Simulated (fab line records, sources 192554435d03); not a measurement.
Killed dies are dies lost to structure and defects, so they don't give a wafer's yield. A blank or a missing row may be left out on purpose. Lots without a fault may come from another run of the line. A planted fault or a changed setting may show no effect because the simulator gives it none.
Which tool did it? | flow n5_finfet | 9 lots, 27 wafers sampled, at 1 step of a route of 1938

WHAT THE GAUGES READ, wafer by wafer
N5_BEOL_M4_RC_MEAS_101.
lot  | measured     | on        | DIBL_N (mV/V)
L591 | day 8 18:03  | prober-02 | 34.7 36.7 35.4
L592 | day 9 00:47  | prober-02 | 37.8 37.4 35.7
L597 | day 10 01:27 | prober-01 | 35.0 35.1 34.2
L596 | day 10 02:59 | prober-02 | 37.6 35.8 35.6
L606 | day 12 12:52 | prober-01 | 37.6 35.3 34.3
L604 | day 12 15:55 | prober-01 | 36.6 37.2 35.2
L608 | day 13 14:35 | prober-02 | 35.7 36.8 35.6
L610 | day 14 01:01 | prober-01 | 38.4 36.2 36.0
L609 | day 14 08:34 | prober-02 | 35.0 34.2 32.9

WHICH TOOL RAN EACH LOT (tool, then ch and the chambers of the sampled wafers, then the start)
The record holds no process step before these readings.

THE ANSWER, worked out from the rows above alone
Rule: what is usual is taken from the lots themselves. Put in order of their means at a reading, lots are off if they are a third of the lots or fewer, leave a main group of 4 or more, and stand apart from it by a gap of 3 or more times the standard deviation of the main group's means; of several such gaps the widest counts. A main group whose means are all the same, to the digits that the tables above print for the reading, isn't used. A lot without any number at a reading at which 4 lots or more have one is off too. The other lots that the step has rows for count as sound.
No lot is off at any reading shown: from this, nothing can be told.

WHAT THE SIMULATOR HAD PUT IN
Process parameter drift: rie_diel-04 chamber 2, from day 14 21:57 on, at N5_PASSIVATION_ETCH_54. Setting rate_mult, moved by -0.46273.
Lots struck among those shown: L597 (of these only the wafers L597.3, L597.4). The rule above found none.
